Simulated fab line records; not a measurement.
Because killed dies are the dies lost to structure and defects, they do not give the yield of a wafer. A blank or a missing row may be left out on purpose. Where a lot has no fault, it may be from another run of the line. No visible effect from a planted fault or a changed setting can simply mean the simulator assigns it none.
Matching of chambers || flow nand harc || NHARC_P_BONDPAD_ETCH_37 on rie diel-12 has 4 sister chambers
The step etches the open film in N2/H2, target depth 60 nm, overetch 18 nm, time 65.91 s. 18 wafers are shown with their chamber, then 8 later ones without.

WAFERS WITH THEIR CHAMBER
{"wafer": "L718.2", "chamber": 1, "drypump motor current A (A)": 5.2, "rf vpp V (V)": 429.3, "throttle valve pct (%)": 14.163}
{"wafer": "L718.3", "chamber": 3, "drypump motor current A (A)": 5.0, "rf vpp V (V)": 428.5, "throttle valve pct (%)": 14.179}
{"wafer": "L718.6", "chamber": 3, "drypump motor current A (A)": 5.0, "rf vpp V (V)": 429.4, "throttle valve pct (%)": 14.169}
{"wafer": "L721.1", "chamber": 1, "drypump motor current A (A)": 5.2, "rf vpp V (V)": 428.4, "throttle valve pct (%)": 14.152}
{"wafer": "L721.4", "chamber": 1, "drypump motor current A (A)": 5.2, "rf vpp V (V)": 429.0, "throttle valve pct (%)": 14.176}
{"wafer": "L721.5", "chamber": 3, "drypump motor current A (A)": 5.0, "rf vpp V (V)": 427.0, "throttle valve pct (%)": 14.176}
{"wafer": "L722.2", "chamber": 2, "drypump motor current A (A)": 6.2, "rf vpp V (V)": 433.0, "throttle valve pct (%)": 14.168}
{"wafer": "L722.5", "chamber": 1, "drypump motor current A (A)": 5.2, "rf vpp V (V)": 428.1, "throttle valve pct (%)": 14.166}
{"wafer": "L722.6", "chamber": 2, "drypump motor current A (A)": 6.1, "rf vpp V (V)": 434.4, "throttle valve pct (%)": 14.172}
{"wafer": "L724.1", "chamber": 1, "drypump motor current A (A)": 5.2, "rf vpp V (V)": 429.1, "throttle valve pct (%)": 14.173}
{"wafer": "L724.2", "chamber": 2, "drypump motor current A (A)": 6.1, "rf vpp V (V)": 433.0, "throttle valve pct (%)": 14.176}
{"wafer": "L724.6", "chamber": 0, "drypump motor current A (A)": 5.7, "rf vpp V (V)": 426.5, "throttle valve pct (%)": 14.166}
{"wafer": "L725.3", "chamber": 2, "drypump motor current A (A)": 6.2, "rf vpp V (V)": 435.3, "throttle valve pct (%)": 14.171}
{"wafer": "L725.4", "chamber": 1, "drypump motor current A (A)": 5.1, "rf vpp V (V)": 429.4, "throttle valve pct (%)": 14.181}
{"wafer": "L725.5", "chamber": 2, "drypump motor current A (A)": 6.1, "rf vpp V (V)": 434.3, "throttle valve pct (%)": 14.169}
{"wafer": "L726.1", "chamber": 0, "drypump motor current A (A)": 5.7, "rf vpp V (V)": 427.0, "throttle valve pct (%)": 14.169}
{"wafer": "L726.3", "chamber": 2, "drypump motor current A (A)": 6.2, "rf vpp V (V)": 432.1, "throttle valve pct (%)": 14.169}
{"wafer": "L726.4", "chamber": 2, "drypump motor current A (A)": 6.1, "rf vpp V (V)": 432.7, "throttle valve pct (%)": 14.172}

SIGNATURES, as means of the wafers listed above
{"reading": "drypump motor current A", "chamber 0": 5.700, "chamber 1": 5.183, "chamber 2": 6.143, "chamber 3": 5.000, "scatter within a chamber": 0.0427}
{"reading": "rf vpp V", "chamber 0": 426.750, "chamber 1": 428.883, "chamber 2": 433.543, "chamber 3": 428.300, "scatter within a chamber": 0.933}
{"reading": "throttle valve pct", "chamber 0": 14.16750, "chamber 1": 14.16850, "chamber 2": 14.17100, "chamber 3": 14.17467, "scatter within a chamber": 0.00678}
Rule: for each reading, subtract the chamber's mean from the wafer's reading, divide by that reading's scatter and square the result; add these up over the readings and take the root, which gives the wafer's distance from the chamber. The wafer belongs to the nearest chamber; if the next one is less than 2 further off, it can't be placed. How the scatter is found: for the shown wafers, subtract from each reading the mean of its chamber, square and add these, divide the total by (wafers less chambers), then take the root.

WAFERS WITHOUT THEIR CHAMBER
{"wafer": "L732.1", "drypump motor current A (A)": 6.1, "rf vpp V (V)": 433.5, "throttle valve pct (%)": 14.171}
{"wafer": "L732.4", "drypump motor current A (A)": 5.0, "rf vpp V (V)": 428.3, "throttle valve pct (%)": 14.172}
{"wafer": "L739.1", "drypump motor current A (A)": 6.1, "rf vpp V (V)": 432.9, "throttle valve pct (%)": 14.167}
{"wafer": "L739.2", "drypump motor current A (A)": 5.0, "rf vpp V (V)": 429.2, "throttle valve pct (%)": 14.179}
{"wafer": "L739.6", "drypump motor current A (A)": 5.0, "rf vpp V (V)": 428.5, "throttle valve pct (%)": 14.172}
{"wafer": "L738.2", "drypump motor current A (A)": 5.2, "rf vpp V (V)": 428.5, "throttle valve pct (%)": 14.170}
{"wafer": "L738.4", "drypump motor current A (A)": 6.2, "rf vpp V (V)": 433.6, "throttle valve pct (%)": 14.163}
{"wafer": "L738.5", "drypump motor current A (A)": 6.2, "rf vpp V (V)": 433.8, "throttle valve pct (%)": 14.173}

EACH ONE'S CHAMBER
{"wafer": "L732.1", "from the rows above": 2, "in truth": 2}
{"wafer": "L732.4", "from the rows above": 3, "in truth": 3}
{"wafer": "L739.1", "from the rows above": 2, "in truth": 2}
{"wafer": "L739.2", "from the rows above": 3, "in truth": 3}
{"wafer": "L739.6", "from the rows above": 3, "in truth": 3}
{"wafer": "L738.2", "from the rows above": 1, "in truth": 1}
{"wafer": "L738.4", "from the rows above": 2, "in truth": 2}
{"wafer": "L738.5", "from the rows above": 2, "in truth": 2}
Correct placement for 8 of the 8. Left unplaced by these rows: 0. Number placed wrongly: 0.
